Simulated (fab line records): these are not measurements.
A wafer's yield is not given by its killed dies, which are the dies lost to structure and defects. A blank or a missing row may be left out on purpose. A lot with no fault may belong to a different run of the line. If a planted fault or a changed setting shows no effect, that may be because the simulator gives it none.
fab line records	flow n5-finfet
record: lots: 12	wafers: 34	last-day: 18
route steps=1938 shown BEOL_M12@1613 PASSIVATION@1936
lots untouched by any fault: they come from a run of this same line in which no faults occurred
start-h: hours from the record's first day to the start of the lot's first wafer shown	wait-h: hours elapsed since this lot's preceding step	" as in the row above	L1.1+2: a row that stands for several wafers	- no value present, or no start provided	* or withheld: withheld	< > ~ a bound
route shown NAME@n: a module of which the file shows steps, and the number in the route of the first	usual: average and standard deviation across the fault-free wafers	same: alike in all rows	chamber/n: place in a boat	sites: per-site readings	_std_site: the standard deviation of these	_edge_site: outer sites' mean less inner sites'	radius-mm: how far each site lies from the wafer's centre	mask NAME#n: copy n	behind: the tool/chamber that last shaped the wafer	hold: the reason the lot was held/the length of the hold in hours/how it ended	device: which transistor (n, p or np) failed to switch	end of line: at the end of the route, the tests of the same wafers	step lacking rows: just its recipe	killed: at the first sort, the dies lost to defects and structure; wafer yield is something else	map: a wafer's dies, x killed, . not, _ none there
set.NAME: setting as actually run; set.NAME@STEP: the setting as run at that earlier step	model.NAME: the simulator's own value behind a step, which no gauge read
steps of the route over a sample of lots; a table a step, a row a wafer
services: a tool's chamber out of use, with start hour (start-h, from the record's first day; less than 0 if before it), hours out, and reason
== steps ==
step: N5_BEOL_M12_OVL_MEAS_11
recipe: points-per-wafer: 44
usual: V11_OVL: 2/4.4
lot.wafer	tool	chamber	start-h	wait-h	V11_OVL[nm]
L913.1	overlay-02	0	231.86	0.0	6
L913.4	"	0	"	"	2
L913.6	"	0	"	"	4
L915.5	overlay-01	0	243.78	0.0	-3
L915.6	"	0	"	"	2
L914.3	overlay-02	0	247.64	0.0	-8
L914.4	"	0	"	"	-8
L914.5	"	0	"	"	-5
L916.2	overlay-02	0	258.12	0.0	4
L916.4	"	0	"	"	2
L916.5	"	0	"	"	0
L921.3	overlay-02	0	275.81	0.0	-5
L921.4	"	0	"	"	-8
L922.1	overlay-02	0	294.80	0.0	5
L922.4	"	0	"	"	2
L922.6	"	0	"	"	5
L932.2	overlay-02	0	353.92	0.0	0
L932.3	"	0	"	"	-2
L932.5	"	0	"	"	0
L931.2	overlay-02	0	362.20	0.0	3
L931.4	"	0	"	"	2
L931.6	"	0	"	"	6
L933.1	overlay-02	0	366.11	0.0	3
L933.4	"	0	"	"	2
L933.6	"	0	"	"	4
L930.1	overlay-01	0	374.40	0.0	-2
L930.3	"	0	"	"	-2
L930.4	"	0	"	"	6
L934.1	overlay-01	0	378.55	0.0	0
L934.4	"	0	"	"	-2
L934.6	"	0	"	"	0
L935.2	overlay-01	0	399.61	0.0	0
L935.5	"	0	"	"	-1
L935.6	"	0	"	"	4
step: N5_BEOL_M12_STRIP_64
recipe: chemistry: N2/H2	power-w: 1000	temp-c: 250	h2-frac: 0.65	overash-fraction: 0.3	pressure-mtorr: withheld	n2-flow-sccm: 1750	h2-flow-sccm: 3250
usual: drypump-motor-current-A: 5.6/0.3	heater-power-w: 356/10	oes-product-au: 0.715/0.0045	strip-time-to-endpoint-s: 31.32/0.086
lot.wafer	tool	chamber	start-h	wait-h	drypump-motor-current-A	heater-power-w	oes-product-au	rf-hours-counter-h	strip-time-to-endpoint-s
L913.1	plasma-asher-01	1	232.27	0.0	5.5	357	0.716	108	31.22
L913.4	"	1	"	"	5.4	361	0.712	-	31.16
L913.6	"	0	"	"	5.3	354	0.718	-	31.26
L915.5	plasma-asher-01	1	244.65	0.0	5.4	353	0.717	-	31.23
L915.6	"	0	"	"	5.3	373	0.714	-	31.22
L914.3	plasma-asher-01	0	248.07	0.0	5.3	370	0.712	-	31.45
L914.4	"	1	"	"	5.4	363	0.712	-	31.46
L914.5	"	1	"	"	5.4	360	0.712	-	31.39
L916.2	plasma-asher-01	1	258.52	0.0	5.5	360	0.717	116	31.43
L916.4	"	1	"	"	5.5	355	0.715	-	31.49
L916.5	"	1	"	"	5.5	356	0.713	-	31.46
L921.3	plasma-asher-02	1	276.23	0.0	6.1	355	0.709	-	31.28
L921.4	"	0	"	"	5.7	342	0.726	-	31.26
L922.1	plasma-asher-02	0	295.27	0.0	5.7	344	0.715	79	31.31
L922.4	"	0	"	"	5.7	331	0.718	-	31.36
L922.6	"	0	"	"	5.7	337	0.710	-	31.30
L932.2	plasma-asher-01	1	354.32	0.0	5.4	358	0.721	135	31.41
L932.3	"	0	"	"	5.3	358	0.712	-	31.49
L932.5	"	1	"	"	5.5	357	0.714	-	31.36
L931.2	plasma-asher-02	1	362.66	0.0	6.2	350	0.720	93	31.32
L931.4	"	1	"	"	6.1	359	0.722	-	31.28
L931.6	"	1	"	"	6.1	353	0.713	-	31.26
L933.1	plasma-asher-01	1	366.56	0.0	5.5	366	0.706	136	31.38
L933.4	"	0	"	"	5.3	363	0.722	-	31.43
L933.6	"	0	"	"	5.3	372	0.718	-	31.46
L930.1	plasma-asher-01	1	374.81	0.0	5.4	357	0.713	138	31.55
L930.3	"	0	"	"	5.3	362	0.711	-	31.35
L930.4	"	1	"	"	5.4	363	0.716	-	31.36
L934.1	plasma-asher-01	1	378.96	0.0	5.5	352	0.720	139	31.34
L934.4	"	0	"	"	5.3	372	0.719	-	31.34
L934.6	"	1	"	"	5.5	358	0.715	-	31.30
L935.2	plasma-asher-01	0	400.02	0.0	5.3	369	0.714	143	31.35
L935.5	"	1	"	"	5.5	370	0.716	-	31.33
L935.6	"	0	"	"	5.3	359	0.703	-	31.29
step: N5_BEOL_M12_ETCH_67
recipe: chemistry: CF4	target: SiARC	target-depth-a: 1430	time-s: 238.3	ion-energy-ev: 80	pressure-mtorr: 40	source-w: 545	bias-w: 36	Ar_flow_sccm: 100	cf4-flow-sccm: 100	ends: cleared
usual: drypump-motor-current-A: 5.4/0.42	etch-rf-on-time-s: 241/11	oes-product-au: 0.67/0.055	rf-vpp-V: 184.4/1	showerhead-plenum-p-Torr: 2.18/0.055	throttle-valve-pct: 15.61/0.26
lot.wafer	tool	chamber	start-h	wait-h	drypump-motor-current-A	etch-rf-on-time-s	oes-product-au	rf-hours-counter-h	rf-vpp-V	showerhead-plenum-p-Torr	throttle-valve-pct
L913.1	rie-diel-01	1	232.87	0.0	5.7	244	0.72	48	185.1	2.26	15.77
L913.4	"	3	"	"	5.7	245	0.64	140	184.4	2.16	16.02
L913.6	"	2	"	"	5.2	258	0.64	-	183.6	2.15	15.28
L915.5	rie-diel-01	2	245.71	0.1	5.2	254	0.65	-	184.5	2.15	15.28
L915.6	"	3	"	"	5.7	241	0.64	-	184.3	2.16	16.03
L914.3	rie-diel-01	3	248.77	0.0	5.7	244	0.63	146	183.9	2.16	16.03
L914.4	"	1	"	"	5.7	246	0.70	-	185.8	2.26	15.80
L914.5	"	2	"	"	5.2	255	0.65	-	184.6	2.15	15.27
L916.2	rie-diel-02	2	259.31	0.0	6.3	242	0.69	79	183.9	2.25	15.56
L916.4	"	0	"	"	4.9	235	0.64	178	183.3	2.13	15.55
L916.5	"	3	"	"	5.2	224	0.65	-	184.4	2.14	15.77
L921.3	rie-diel-05	3	276.95	0.0	5.1	234	0.69	114	183.7	2.15	15.73
L921.4	"	2	"	"	5.2	239	0.78	21	185.1	2.17	15.17
L922.1	rie-diel-02	3	295.99	0.0	5.2	226	0.64	169	184.6	2.14	15.80
L922.4	"	0	"	"	4.8	238	0.62	191	183.4	2.12	15.58
L922.6	"	3	"	"	5.2	225	0.64	-	183.1	2.14	15.79
L932.2	rie-diel-01	2	354.92	0.0	5.2	324	0.60	152	202.9	2.13	15.35
L932.3	"	0	"	"	6.0	294	0.70	45	205.4	2.24	15.38
L932.5	"	3	"	"	5.7	314	0.59	-	202.1	2.15	16.12
L931.2	rie-diel-05	1	363.26	0.0	5.6	234	0.62	199	185.2	2.21	15.36
L931.4	"	3	"	"	5.1	237	0.67	143	183.9	2.14	15.79
L931.6	"	2	"	"	5.2	238	0.74	-	184.3	2.16	15.22
L933.1	rie-diel-02	3	367.16	0.0	5.2	224	0.63	192	182.9	2.13	15.84
L933.4	"	0	"	"	4.9	239	0.61	215	183.4	2.11	15.65
L933.6	"	2	"	"	6.4	246	0.65	-	185.4	2.24	15.62
L930.1	rie-diel-01	3	375.53	0.0	5.7	312	0.57	192	201.6	2.14	16.13
L930.3	"	1	"	"	5.7	320	0.64	95	203.1	2.25	15.90
L930.4	"	2	"	"	5.2	327	0.60	159	200.4	2.13	15.39
L934.1	rie-diel-02	0	379.59	0.0	4.9	236	0.62	220	184.6	2.11	15.65
L934.4	"	3	"	"	5.2	225	0.62	196	182.9	2.13	15.86
L934.6	"	2	"	"	6.4	247	0.65	-	185.9	2.24	15.64
L935.2	rie-diel-05	0	400.77	0.0	5.4	226	0.70	126	182.8	2.07	15.76
L935.5	"	1	"	"	5.6	238	0.60	-	186.2	2.20	15.37
L935.6	"	0	"	"	5.4	224	0.70	-	183.3	2.07	15.77
step: N5_BEOL_M12_PRE_CLEAN_42
recipe: gas: H2/He	time-s: 30	temp-c: 250
usual: heater-power-w: 322/36
lot.wafer	tool	chamber	start-h	wait-h	heater-power-w
L913.1	pvd-sputter-02	-	233.93	0.0	346
L913.4	"	-	"	"	316
L913.6	"	-	"	"	358
L915.5	pvd-sputter-01	-	247.25	0.0	288
L915.6	"	-	"	"	324
L914.3	pvd-sputter-01	-	249.87	0.0	330
L914.4	"	-	"	"	303
L914.5	"	-	"	"	292
L916.2	pvd-sputter-02	-	260.48	0.0	338
L916.4	"	-	"	"	341
L916.5	"	-	"	"	345
L921.3	pvd-sputter-02	-	278.15	0.0	318
L921.4	"	-	"	"	331
L922.1	pvd-sputter-01	-	311.93	0.0	318
L922.4	"	-	"	"	345
L922.6	"	-	"	"	325
L932.2	pvd-sputter-03	-	359.63	0.0	274
L932.3	"	-	"	"	265
L932.5	"	-	"	"	262
L931.2	pvd-sputter-02	-	365.51	0.0	363
L931.4	"	-	"	"	340
L931.6	"	-	"	"	315
L933.1	pvd-sputter-01	-	368.28	0.0	324
L933.4	"	-	"	"	345
L933.6	"	-	"	"	349
L930.1	pvd-sputter-01	-	377.72	0.0	318
L930.3	"	-	"	"	293
L930.4	"	-	"	"	340
L934.1	pvd-sputter-03	-	389.17	0.0	384
L934.4	"	-	"	"	275
L934.6	"	-	"	"	387
L935.2	pvd-sputter-03	-	402.81	0.0	273
L935.5	"	-	"	"	371
L935.6	"	-	"	"	304
step: N5_PASSIVATION_PROBE_49
usual: defect-limited-yield: 90.9/1.6	killed_at_M0_to_M3: 34/10	killed_at_M4_up: 13/5.4	killed-at-contacts: 13/6	killed-at-front-end: 42/13	killed-at-other: 4/3.2	killed-dies: 107/18	killed-open: 69/14	killed-short: 35/7.7	sort_bin_5_function: 5.3/1	sort_bin_6_memory: 3.3/0.75	sort_bin_8_speed: 0.00/0.015	sort-n-pass: 1073/19	sort-yield-pct: 90.9/1.6
same: gross-dies: 1180	killed-at-back-side: 0	sort_bin_4_leakage[%]: 0
lot.wafer	tool	chamber	start-h	wait-h	defect-limited-yield[%]	killed_at_M0_to_M3	killed_at_M4_up	killed-at-contacts	killed-at-front-end	killed-at-other	killed-dies	killed-open	killed-short	sort_bin_5_function[%]	sort_bin_6_memory[%]	sort_bin_8_speed[%]	sort-n-pass	sort-yield-pct[%]
L913.1	prober-02	-	266.84	0.0	90.1	37	10	22	48	0	117	70	42	5.6	3.3	0	1063	90.1
L913.4	prober-02	-	266.99	0.2	89.5	28	11	26	55	4	124	79	43	5.3	4.8	0	1056	89.5
L913.6	prober-02	-	267.09	0.3	91.6	17	9	18	54	1	99	66	24	4.7	3.1	0	1081	91.6
L915.5	prober-02	-	280.29	0.2	89.8	45	12	13	48	2	120	79	31	6.1	3.1	0	1060	89.8
L915.6	prober-02	-	280.34	0.3	91.7	36	17	7	36	2	98	63	33	5.1	3.1	0	1082	91.7
L914.3	prober-01	-	287.61	0.1	93.4	25	14	15	23	1	78	55	22	3.1	3.2	0	1102	93.4
L914.4	prober-01	-	287.66	0.2	91.9	30	13	17	32	3	95	58	34	5.3	2.6	0	1085	91.9
L914.5	prober-01	-	287.71	0.2	91.8	37	12	13	32	3	97	61	35	3.9	3.8	0	1083	91.8
L916.2	prober-02	-	294.51	0.1	91.6	27	11	18	40	3	99	58	31	4.7	2.6	0	1081	91.6
L916.4	prober-02	-	294.61	0.2	90.8	46	3	3	56	1	109	69	34	5.8	3.2	0	1071	90.8
L916.5	prober-02	-	294.66	0.2	91.2	22	7	15	59	1	104	72	29	5.0	3.5	0	1076	91.2
L921.3	prober-02	-	312.71	0.1	93.1	25	19	5	25	7	81	44	35	4.0	2.4	0	1099	93.1
L921.4	prober-02	-	312.76	0.2	94.0	26	15	2	24	4	71	40	30	3.7	2.1	0	1109	94.0
L922.1	prober-01	-	342.57	0.0	89.4	22	17	18	61	7	125	79	42	6.2	3.9	0	1055	89.4
L922.4	prober-01	-	342.72	0.2	90.6	35	11	21	43	1	111	77	34	5.9	3.1	0	1069	90.6
L922.6	prober-01	-	342.82	0.3	91.1	36	6	18	43	2	105	64	40	5.8	2.5	0	1075	91.1
L932.2	prober-01	-	394.95	0.1	91.5	25	14	15	45	1	100	58	40	5.6	2.7	0	1080	91.5
L932.3	prober-01	-	395.00	0.1	87.9	52	15	14	60	2	143	83	48	6.6	4.3	0	1037	87.9
L932.5	prober-01	-	395.10	0.2	90.1	33	14	8	61	1	117	63	42	5.8	3.0	0	1063	90.1
L933.1	prober-02	-	400.77	0.0	90.8	26	20	13	46	3	108	70	33	5.8	2.9	0	1072	90.8
L933.4	prober-02	-	400.92	0.2	93.1	20	16	13	31	1	81	56	25	4.2	2.4	0	1099	93.1
L933.6	prober-02	-	401.02	0.3	92.7	29	13	9	33	2	86	44	38	3.9	2.7	0	1094	92.7
L930.1	prober-02	-	407.78	0.0	91.9	31	11	18	35	1	96	56	30	4.7	3.3	0	1084	91.9
L930.3	prober-02	-	407.88	0.1	88.7	40	21	17	54	1	133	99	30	6.7	4.2	0.08	1047	88.7
L930.4	prober-02	-	407.93	0.2	91.8	25	15	11	45	1	97	56	40	4.9	3.1	0	1083	91.8
L931.2	prober-02	-	420.85	0.1	90.6	33	16	6	55	1	111	73	36	5.4	3.6	0	1069	90.6
L931.4	prober-02	-	420.95	0.2	90.4	41	6	26	31	9	113	70	41	4.9	4.2	0	1067	90.4
L931.6	prober-02	-	421.05	0.3	92.9	17	12	13	39	3	84	52	30	3.8	3.2	0	1096	92.9
L934.1	prober-01	-	424.68	0.0	89.8	55	17	8	38	2	120	87	27	5.2	4.2	0	1060	89.8
L934.4	prober-01	-	424.83	0.2	88.6	43	21	13	56	2	135	78	53	6.9	3.6	0	1045	88.6
L934.6	prober-01	-	424.93	0.3	88.7	54	15	18	42	4	133	86	38	6.9	3.6	0	1047	88.7
L935.2	prober-02	-	432.52	0.1	89.7	24	17	8	65	7	121	72	43	5.8	4.3	0	1059	89.7
L935.5	prober-02	-	432.67	0.2	89.4	19	14	27	59	6	125	81	38	6.2	4.2	0	1055	89.4
L935.6	prober-02	-	432.72	0.3	89.1	33	17	21	48	10	129	86	36	5.5	5.1	0	1051	89.1
killed by level:class
L913.1 MOL_CONTACT_COAG:geometric-particle:open=14 STI_FIN_REVEAL:geometric-particle:open=12 BEOL_M0_SAQP:geometric-particle:open=11 BEOL_M0_SAQP:geometric-particle:short=10 MOL_CONTACT_COAG:geometric-particle:short=8 FIN_SAQP:geometric-particle:open=7 FIN_SAQP:geometric-particle:short=6 GATE_CUT:geometric-particle:open=6
L913.4 MOL_CONTACT_COAG:geometric-particle:open=24 FIN_SAQP:geometric-particle:short=19 STI_FIN_REVEAL:geometric-particle:open=18 BEOL_M0_SAQP:geometric-particle:open=13 BEOL_M0_SAQP:geometric-particle:short=8 GATE_CUT:geometric-particle:short=5 BEOL_M6:geometric-particle:open=4 FIN_SAQP:geometric-particle:open=3
L913.6 FIN_SAQP:geometric-particle:open=17 MOL_CONTACT_COAG:geometric-particle:open=16 STI_FIN_REVEAL:geometric-particle:open=13 BEOL_M4:geometric-particle:open=5 FIN_SAQP:geometric-particle:short=4 GATE_CUT:geometric-particle:short=4 BEOL_M0_SAQP:geometric-particle:open=4 BEOL_M0_SAQP:geometric-particle:short=4
L915.5 MOL_CONTACT_COAG:geometric-particle:open=11 DUMMY_GATE:geometric-particle:open=10 BEOL_M0_SAQP:geometric-particle:open=8 BEOL_M0_SAQP:geometric-particle:short=8 BEOL_M1:geometric-particle:open=8 HKMG_FIN:area-etch=8 STI_FIN_REVEAL:geometric-particle:open=7 FIN_SAQP:geometric-particle:open=6
L915.6 BEOL_M1:geometric-particle:open=14 DUMMY_GATE:geometric-particle:open=9 BEOL_M0_SAQP:geometric-particle:short=9 BEOL_M4:geometric-particle:open=9 STI_FIN_REVEAL:geometric-particle:open=7 BEOL_M0_SAQP:geometric-particle:open=7 FIN_SAQP:geometric-particle:short=5 FIN_SAQP:geometric-particle:open=3
L914.3 MOL_CONTACT_COAG:geometric-particle:open=13 FIN_SAQP:geometric-particle:short=10 BEOL_M2:geometric-particle:open=8 BEOL_M0_SAQP:geometric-particle:open=5 STI_FIN_REVEAL:geometric-particle:open=4 BEOL_M5:geometric-particle:open=4 ILD0:geometric-particle:open=3 BEOL_M1:geometric-particle:open=3
L914.4 MOL_CONTACT_COAG:geometric-particle:open=11 BEOL_M1:geometric-particle:open=8 BEOL_M2:geometric-particle:open=7 MOL_CONTACT_COAG:geometric-particle:short=6 FIN_SAQP:geometric-particle:short=4 STI_FIN_REVEAL:geometric-particle:open=4 DUMMY_GATE:geometric-particle:open=4 BEOL_M0_SAQP:geometric-particle:short=4
L914.5 BEOL_M1:geometric-particle:open=13 MOL_CONTACT_COAG:geometric-particle:open=11 BEOL_M0_SAQP:geometric-particle:short=10 ILD0:geometric-particle:open=7 ILD0:geometric-particle:short=6 FIN_SAQP:geometric-particle:short=5 BEOL_M0_SAQP:geometric-particle:open=5 BEOL_M1:geometric-particle:short=5
L916.2 MOL_CONTACT_COAG:geometric-particle:open=14 BEOL_M2:geometric-particle:open=11 HKMG_FIN:area-etch=8 STI_FIN_REVEAL:geometric-particle:open=7 BEOL_M0_SAQP:geometric-particle:short=5 BEOL_M5:geometric-particle:open=5 FIN_SAQP:geometric-particle:open=4 STI_FIN_REVEAL:geometric-particle:short=4
L916.4 FIN_SAQP:geometric-particle:open=18 STI_FIN_REVEAL:geometric-particle:open=13 BEOL_M2:geometric-particle:open=10 FIN_SAQP:geometric-particle:short=7 BEOL_M1:geometric-particle:open=7 BEOL_M2:geometric-particle:short=6 BEOL_M0_SAQP:geometric-particle:short=5 STARTING-WAFER:geometric-particle:short=5
L916.5 FIN_SAQP:geometric-particle:open=25 FIN_SAQP:geometric-particle:short=11 MOL_CONTACT_COAG:geometric-particle:open=11 BEOL_M2:geometric-particle:open=10 STI_FIN_REVEAL:geometric-particle:open=6 GATE_CUT:geometric-particle:short=4 BEOL_M1:geometric-particle:open=4 GATE_CUT:geometric-particle:open=3
L921.3 BEOL_M0_SAQP:geometric-particle:open=6 BEOL_M0_SAQP:geometric-particle:short=6 BEOL_M2:geometric-particle:open=5 BEOL_M4:geometric-particle:open=5 ILD0:geometric-particle:open=4 BEOL_M4:geometric-particle:short=4 FIN_SAQP:geometric-particle:short=3 DUMMY_GATE:geometric-particle:open=3
L921.4 BEOL_M0_SAQP:geometric-particle:open=7 FIN_SAQP:geometric-particle:short=5 BEOL_M0_SAQP:geometric-particle:short=5 BEOL_M4:geometric-particle:open=5 STARTING-WAFER:geometric-particle:short=5 FIN_SAQP:geometric-particle:open=4 BEOL_M1:geometric-particle:open=4 BEOL_M3:geometric-particle:open=4
L922.1 STI_FIN_REVEAL:geometric-particle:open=16 FIN_SAQP:geometric-particle:open=14 MOL_CONTACT_COAG:geometric-particle:open=14 FIN_SAQP:geometric-particle:short=11 BEOL_M0_SAQP:geometric-particle:short=5 GATE_CUT:geometric-particle:open=5 BEOL_M2:geometric-particle:open=5 GATE_CUT:geometric-particle:short=4
L922.4 MOL_CONTACT_COAG:geometric-particle:open=17 STI_FIN_REVEAL:geometric-particle:open=10 BEOL_M2:geometric-particle:open=8 DUMMY_GATE:geometric-particle:open=7 FIN_SAQP:geometric-particle:open=6 BEOL_M3:geometric-particle:short=6 STARTING-WAFER:geometric-particle:short=6 FIN_SAQP:geometric-particle:short=5
L922.6 MOL_CONTACT_COAG:geometric-particle:open=14 FIN_SAQP:geometric-particle:open=13 FIN_SAQP:geometric-particle:short=9 BEOL_M0_SAQP:geometric-particle:open=9 DUMMY_GATE:geometric-particle:open=8 BEOL_M0_SAQP:geometric-particle:short=7 BEOL_M2:geometric-particle:open=5 BEOL_M2:geometric-particle:short=4
L932.2 FIN_SAQP:geometric-particle:open=13 FIN_SAQP:geometric-particle:short=13 MOL_CONTACT_COAG:geometric-particle:open=11 BEOL_M0:geometric-particle:open=7 BEOL_M3:geometric-particle:open=7 MOL_CONTACT_COAG:geometric-particle:short=4 BEOL_M0_SAQP:geometric-particle:short=3 BEOL_M3:geometric-particle:short=3
L932.3 BEOL_M3:geometric-particle:open=16 MOL_CONTACT_COAG:geometric-particle:open=12 BEOL_M1:geometric-particle:open=11 HKMG_FIN:area-etch=11 FIN_SAQP:geometric-particle:short=10 FIN_SAQP:geometric-particle:open=10 BEOL_M0_SAQP:geometric-particle:short=9 BEOL_M0_SAQP:geometric-particle:open=7
L932.5 FIN_SAQP:geometric-particle:open=12 FIN_SAQP:geometric-particle:short=11 DUMMY_GATE:geometric-particle:open=8 BEOL_M0_SAQP:geometric-particle:short=8 STARTING-WAFER:geometric-particle:open=7 HKMG_FIN:area-etch=7 MOL_CONTACT_COAG:geometric-particle:open=6 BEOL_M0_SAQP:geometric-particle:open=6
L933.1 STI_FIN_REVEAL:geometric-particle:open=20 MOL_CONTACT_COAG:geometric-particle:open=9 BEOL_M4:geometric-particle:open=8 BEOL_M2:geometric-particle:open=8 STI_FIN_REVEAL:geometric-particle:short=6 FIN_SAQP:geometric-particle:open=4 BEOL_M0_SAQP:geometric-particle:open=4 MOL_CONTACT_COAG:geometric-particle:short=4
L933.4 STI_FIN_REVEAL:geometric-particle:open=13 MOL_CONTACT_COAG:geometric-particle:open=10 BEOL_M4:geometric-particle:open=10 BEOL_M3:geometric-particle:open=5 FIN_SAQP:geometric-particle:short=4 STI_FIN_REVEAL:geometric-particle:short=4 MOL_CONTACT_COAG:geometric-particle:short=3 BEOL_M1:geometric-particle:open=3
L933.6 STI_FIN_REVEAL:geometric-particle:open=11 MOL_CONTACT_COAG:geometric-particle:open=7 BEOL_M0_SAQP:geometric-particle:short=7 STARTING-WAFER:geometric-particle:short=7 BEOL_M1:geometric-particle:short=6 BEOL_M2:geometric-particle:short=5 BEOL_M4:geometric-particle:open=5 BEOL_M2:geometric-particle:open=4
L930.1 MOL_CONTACT_COAG:geometric-particle:open=14 FIN_SAQP:geometric-particle:open=8 BEOL_M1:geometric-particle:open=7 BEOL_M3:geometric-particle:short=7 STI_FIN_REVEAL:geometric-particle:open=6 BEOL_M0_SAQP:geometric-particle:short=6 BEOL_M4:geometric-particle:open=4 FIN_CUT:area-etch=4
L930.3 STI_FIN_REVEAL:geometric-particle:open=17 BEOL_M0_SAQP:geometric-particle:open=15 MOL_CONTACT_COAG:geometric-particle:open=13 FIN_SAQP:geometric-particle:open=12 BEOL_M0_SAQP:geometric-particle:short=9 BEOL_M7:geometric-particle:open=7 FIN_SAQP:geometric-particle:short=6 BEOL_M3:geometric-particle:open=6
L930.4 MOL_CONTACT_COAG:geometric-particle:open=10 BEOL_M2:geometric-particle:short=8 DUMMY_GATE:geometric-particle:open=7 FIN_SAQP:geometric-particle:short=5 FIN_SAQP:geometric-particle:open=5 STARTING-WAFER:geometric-particle:short=5 STI_FIN_REVEAL:geometric-particle:open=5 BEOL_M0_SAQP:geometric-particle:short=5
L931.2 FIN_SAQP:geometric-particle:short=12 STI_FIN_REVEAL:geometric-particle:open=11 FIN_SAQP:geometric-particle:open=7 BEOL_M1:geometric-particle:open=7 BEOL_M2:geometric-particle:open=7 DUMMY_GATE:geometric-particle:open=6 BEOL_M3:geometric-particle:open=6 MOL_CONTACT_COAG:geometric-particle:open=5
L931.4 MOL_CONTACT_COAG:geometric-particle:open=20 FIN_SAQP:geometric-particle:short=8 STI_FIN_REVEAL:geometric-particle:open=7 BEOL_M0_SAQP:geometric-particle:short=7 BEOL_M2:geometric-particle:open=7 BEOL_M3:geometric-particle:open=7 BEOL_M0_SAQP:geometric-particle:open=6 PAD_METAL:geometric-particle:short=6
L931.6 FIN_SAQP:geometric-particle:open=13 MOL_CONTACT_COAG:geometric-particle:open=10 FIN_SAQP:geometric-particle:short=9 BEOL_M4:geometric-particle:short=7 STI_FIN_REVEAL:geometric-particle:open=4 DUMMY_GATE:geometric-particle:open=4 BEOL_M2:geometric-particle:open=4 MOL_CONTACT_COAG:geometric-particle:short=3
L934.1 BEOL_M2:geometric-particle:open=18 BEOL_M0_SAQP:geometric-particle:open=10 FIN_SAQP:geometric-particle:open=8 BEOL_M4:geometric-particle:open=8 MOL_CONTACT_COAG:geometric-particle:open=7 BEOL_M1:geometric-particle:open=7 STI_FIN_REVEAL:geometric-particle:open=6 BEOL_M0_SAQP:geometric-particle:short=5
L934.4 BEOL_M0_SAQP:geometric-particle:short=13 FIN_SAQP:geometric-particle:open=10 STI_FIN_REVEAL:geometric-particle:open=10 BEOL_M4:geometric-particle:open=10 FIN_SAQP:geometric-particle:short=9 BEOL_M0_SAQP:geometric-particle:open=9 BEOL_M2:geometric-particle:open=9 MOL_CONTACT_COAG:geometric-particle:open=8
L934.6 BEOL_M0_SAQP:geometric-particle:open=15 MOL_CONTACT_COAG:geometric-particle:open=13 BEOL_M0_SAQP:geometric-particle:short=13 BEOL_M4:geometric-particle:open=10 BEOL_M2:geometric-particle:open=9 DUMMY_GATE:geometric-particle:open=7 FIN_SAQP:geometric-particle:open=5 STI_FIN_REVEAL:geometric-particle:open=5
L935.2 FIN_SAQP:geometric-particle:short=18 STI_FIN_REVEAL:geometric-particle:open=16 BEOL_M3:geometric-particle:open=16 BEOL_M4:geometric-particle:open=8 FIN_SAQP:geometric-particle:open=6 STI_FIN_REVEAL:geometric-particle:short=6 MOL_CONTACT_COAG:geometric-particle:open=6 DUMMY_GATE:geometric-particle:open=5
L935.5 MOL_CONTACT_COAG:geometric-particle:open=20 FIN_SAQP:geometric-particle:open=15 STI_FIN_REVEAL:geometric-particle:open=11 BEOL_M4:geometric-particle:open=8 FIN_SAQP:geometric-particle:short=7 MOL_CONTACT_COAG:geometric-particle:short=7 GATE_CUT:geometric-particle:short=5 BEOL_M2:geometric-particle:open=5
L935.6 STI_FIN_REVEAL:geometric-particle:open=15 MOL_CONTACT_COAG:geometric-particle:open=15 FIN_SAQP:geometric-particle:open=11 BEOL_M2:geometric-particle:short=10 BEOL_M3:geometric-particle:open=8 BEOL_M4:geometric-particle:open=8 FIN_SAQP:geometric-particle:short=6 MOL_CONTACT_COAG:geometric-particle:short=5
== services ==
tool	chamber	start-h	hours	kind
plasma-asher-02	-	234.31	14.6	pm
plasma-asher-01	-	262.98	1.9	repair
rie-diel-05	3	264.39	4.8	repair
rie-diel-05	-	272.79	2.8	pm
rie-diel-01	1	293.56	7.0	repair
rie-diel-05	0	301.41	5.1	repair
pvd-sputter-02	-	305.99	6.3	repair
plasma-asher-02	-	307.67	2.7	repair
rie-diel-02	2	322.94	2.0	repair
plasma-asher-01	-	333.79	1.1	repair
plasma-asher-01	-	337.09	4.3	pm
plasma-asher-02	-	352.86	2.5	repair
pvd-sputter-02	-	359.20	3.8	repair
rie-diel-05	0	366.04	5.1	repair
rie-diel-01	-	373.38	0.9	repair
plasma-asher-02	-	374.27	4.3	pm
== key ==
first-sign: step: N5_BEOL_M12_ETCH_67	reading: rf-vpp-V	direction: up	sigmas: 18	usual: 184.4	struck: 202.6
effect: step: N5_BEOL_M12_ETCH_67	reading: etch-rf-on-time-s	direction: up	sigmas: 6.7	usual: *	struck: *
met-at N5_BEOL_M12_ETCH_67
struck-lots L930,L932
baseline-loss: step: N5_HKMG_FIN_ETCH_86	wafers: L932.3
not-acting-at N5_BEOL_M12_OVL_MEAS_11,N5_BEOL_M12_STRIP_64,N5_BEOL_M12_PRE_CLEAN_42
onset-between 248.77 354.92
fault: kind: process-parameter-drift	tool: rie-diel-01	chamber: -	onset-h: 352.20	steps: N5_BEOL_M12_ETCH_67	channel: source-w	offset: -130.8	shape: step	end-h: 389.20	acts-in: these-recipes-only	stated: 545
baseline-loss: these wafers lose ten dies or more at that step, a loss of the line's own and not of a fault; the sort's usual values leave them out
